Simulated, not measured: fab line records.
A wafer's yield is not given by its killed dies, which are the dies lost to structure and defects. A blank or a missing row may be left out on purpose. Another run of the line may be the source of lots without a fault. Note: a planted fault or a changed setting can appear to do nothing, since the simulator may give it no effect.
Which tool was responsible? | flow n5_finfet | 24 lots with 72 wafers sampled at 3 steps, on a route of 1938 steps

WHAT EACH GAUGE READ, for each wafer
N5_BEOL_M1_INSPECT_30: inspects for defects (brightfield).
lot  | measured     | on                | raw_defect_count
L074 | day 6 01:37  | defect_inspect-01 | 548 556 576
L075 | day 6 13:19  | defect_inspect-02 | 469 328 465
L076 | day 6 17:43  | defect_inspect-02 | 402 344 412
L077 | day 7 02:31  | defect_inspect-02 | 529 533 699
L078 | day 7 06:18  | defect_inspect-01 | 324 433 629
L079 | day 7 14:41  | defect_inspect-02 | 430 392 332
L080 | day 7 21:50  | defect_inspect-02 | 296 373 287
L081 | day 8 02:22  | defect_inspect-02 | 463 398 342
L082 | day 8 02:43  | defect_inspect-02 | 405 327 458
L083 | day 8 09:37  | defect_inspect-02 | 598 646 455
L084 | day 8 19:00  | defect_inspect-01 | 365 346 418
L085 | day 9 01:27  | defect_inspect-02 | 522 348 585
L086 | day 9 06:23  | defect_inspect-01 | 543 442 334
L087 | day 9 11:06  | defect_inspect-01 | 431 350 454
L088 | day 9 16:16  | defect_inspect-02 | 332 399 294
L089 | day 9 19:29  | defect_inspect-02 | 449 587 537
L090 | day 10 02:52 | defect_inspect-01 | 514 581 572
L093 | day 10 19:36 | defect_inspect-01 | 487 460 404
L091 | day 10 22:53 | defect_inspect-02 | 466 426 363
L094 | day 11 05:33 | defect_inspect-01 | 448 653 418
L092 | day 11 07:49 | defect_inspect-01 | 362 395 415
L095 | day 11 11:34 | defect_inspect-02 | 425 393 589
L096 | day 11 15:48 | defect_inspect-02 | 379 368 474
L097 | day 12 00:01 | defect_inspect-02 | 360 386 315

WHAT TOOL EACH LOT RAN ON (gives the tool, then ch and the chambers of the sampled wafers, and finally the start)
lot  | N5_BEOL_M0_ANNEAL_119            | N5_BEOL_M0_CMP_120
L074 | rtp_anneal-02 ch 0, day 5 22:37  | cmp-01 ch 1,2,3, day 5 23:16
L075 | rtp_anneal-02 ch 0, day 6 07:41  | cmp-01 ch 0,1,3, day 6 08:08
L076 | rtp_anneal-01 ch 0, day 6 13:17  | cmp-01 ch 0,2,3, day 6 13:37
L077 | rtp_anneal-01 ch 0, day 6 23:44  | cmp-04 ch 1,2, day 7 00:01
L078 | rtp_anneal-02 ch 0, day 7 02:15  | cmp-04 ch 0,1, day 7 02:27
L079 | rtp_anneal-01 ch 0, day 7 10:11  | cmp-04 ch 1,2,3, day 7 10:26
L080 | rtp_anneal-02 ch 0, day 7 17:07  | cmp-01 ch 0,1,2, day 7 17:26
L081 | rtp_anneal-01 ch 0, day 7 21:05  | cmp-04 ch 1,2,3, day 7 21:25
L082 | rtp_anneal-02 ch 0, day 7 22:45  | cmp-02 ch 0,1,3, day 7 23:02
L083 | rtp_anneal-01 ch 0, day 8 06:27  | cmp-04 ch 2,3, day 8 06:43
L084 | rtp_anneal-01 ch 0, day 8 14:28  | cmp-04 ch 1,2, day 8 14:45
L085 | rtp_anneal-02 ch 0, day 8 20:35  | cmp-04 ch 0,1,3, day 8 20:50
L086 | rtp_anneal-01 ch 0, day 9 02:27  | cmp-04 ch 0,2,3, day 9 02:45
L087 | rtp_anneal-02 ch 0, day 9 07:46  | cmp-01 ch 2,3, day 9 08:06
L088 | rtp_anneal-01 ch 0, day 9 13:29  | cmp-04 ch 0,2,3, day 9 13:52
L089 | rtp_anneal-01 ch 0, day 9 15:52  | cmp-04 ch 0,1, day 9 16:04
L090 | rtp_anneal-01 ch 0, day 9 23:45  | cmp-04 ch 1,2, day 10 00:01
L093 | rtp_anneal-02 ch 0, day 10 16:12 | cmp-04 ch 0,1,2, day 10 16:32
L091 | rtp_anneal-01 ch 0, day 10 18:24 | cmp-04 ch 0,1,2, day 10 18:39
L094 | rtp_anneal-01 ch 0, day 11 01:41 | cmp-02 ch 2,3, day 11 02:07
L092 | rtp_anneal-02 ch 0, day 11 04:55 | cmp-04 ch 0,1,2, day 11 05:17
L095 | rtp_anneal-01 ch 0, day 11 06:16 | cmp-04 ch 0,1,2, day 11 06:47
L096 | rtp_anneal-02 ch 0, day 11 12:00 | cmp-04 ch 0,1, day 11 12:16
L097 | rtp_anneal-02 ch 0, day 11 19:04 | cmp-04 ch 0,2,3, day 11 19:22
- N5_BEOL_M0_ANNEAL_119: time 90 s.
- N5_BEOL_M0_CMP_120: polishes, stops on SiOC, t overpolish 6.9 s.

AS READ BY THE TOOLS THEMSELVES (means over the sampled wafers that have a number; for cases with no such wafer, the mark the record gives instead)
N5_BEOL_M0_ANNEAL_119.
lot  | tool          | wafer_temp_C_max
L074 | rtp_anneal-02 | 225.61
L075 | rtp_anneal-02 | 225.98
L076 | rtp_anneal-01 | 225.96
L077 | rtp_anneal-01 | 225.81
L078 | rtp_anneal-02 | 225.87
L079 | rtp_anneal-01 | 226.05
L080 | rtp_anneal-02 | 225.45
L081 | rtp_anneal-01 | 225.83
L082 | rtp_anneal-02 | 225.65
L083 | rtp_anneal-01 | 225.87
L084 | rtp_anneal-01 | 225.76
L085 | rtp_anneal-02 | 225.76
L086 | rtp_anneal-01 | 225.96
L087 | rtp_anneal-02 | 225.76
L088 | rtp_anneal-01 | 225.89
L089 | rtp_anneal-01 | 226.22
L090 | rtp_anneal-01 | 225.94
L093 | rtp_anneal-02 | 225.92
L091 | rtp_anneal-01 | 226.23
L094 | rtp_anneal-01 | 226.16
L092 | rtp_anneal-02 | 225.84
L095 | rtp_anneal-01 | 226.23
L096 | rtp_anneal-02 | 225.91
L097 | rtp_anneal-02 | 225.93

N5_BEOL_M0_CMP_120.
lot  | tool   | barrier_field_endpoint_s (s) | motor_current_A (A) | overpolish_run_s (s) | pad_life_wafers | time_to_endpoint_s (s)
L074 | cmp-01 | 3.53                         | 6.1                 | 6.897                | 650             | 62
L075 | cmp-01 | 3.55                         | 6.3                 | 6.901                | 794             | 61
L076 | cmp-01 | 3.61                         | 6.0                 | 6.895                | 837             | 61
L077 | cmp-04 | 3.53                         | 6.0                 | 6.901                | 884             | 61
L078 | cmp-04 | 3.78                         | 6.1                 | 6.905                | 912             | 63
L079 | cmp-04 | 3.63                         | 5.9                 | 6.890                | 973             | 64
L080 | cmp-01 | 3.63                         | 6.3                 | 6.899                | 1087            | 62
L081 | cmp-04 | 3.86                         | 6.0                 | 6.904                | 1058            | 61
L082 | cmp-02 | 3.57                         | 6.2                 | 6.913                | 1743            | 62
L083 | cmp-04 | 3.65                         | 5.6                 | 6.906                | 1124            | 62
L084 | cmp-04 | 3.84                         | 6.0                 | 6.895                | 1142            | 64
L085 | cmp-04 | 3.68                         | 6.3                 | 6.905                | 1189            | 60
L086 | cmp-04 | 3.75                         | 5.7                 | 6.899                | 1249            | 66
L087 | cmp-01 | 3.73                         | 5.9                 | 6.892                | 1388            | 64
L088 | cmp-04 | 3.87                         | 6.0                 | 6.898                | 1364            | 67
L089 | cmp-04 | 3.60                         | 6.3                 | 6.903                | 1398            | 66
L090 | cmp-04 | 3.77                         | 6.3                 | 6.892                | 1458            | 66
L093 | cmp-04 | 3.62                         | 6.2                 | 6.891                | 1616            | 68
L091 | cmp-04 | 3.54                         | 6.0                 | 6.909                | 1634            | 67
L094 | cmp-02 | 3.65                         | 6.4                 | 6.907                | 428             | 61
L092 | cmp-04 | 3.84                         | 6.2                 | 6.895                | 1730            | 68
L095 | cmp-04 | 3.55                         | 6.0                 | 6.897                | 1742            | 59
L096 | cmp-04 | 3.55                         | 6.3                 | 6.909                | 1782            | 63
L097 | cmp-04 | 3.55                         | 5.8                 | 6.910                | 1826            | 67

THE ANSWER, worked out from the rows above alone
Rule: the usual values come from the lots themselves. The widest of any qualifying gaps counts: lots, ordered by their means at a reading, are off when they make up no more than a third of the lots, leave a main group of 4 or more, and stand apart from it by 3 or more times the standard deviation of that group's means. A main group whose means are all the same, to the digits that the tables above print for the reading, isn't used. A lot without any number at a reading at which 4 lots or more have one is off too. Any other lot the step has rows for is counted as sound. Order of review: gauges by route order, followed by the tools' own readings, for which a lot's mean as printed above is used. At the first step where some lot is off, the reading lying furthest off is the one used; lots without a number count as furthest.
No lot is off on any of the readings shown, so nothing can be concluded from this.

WHAT THE SIMULATOR HAD INSERTED
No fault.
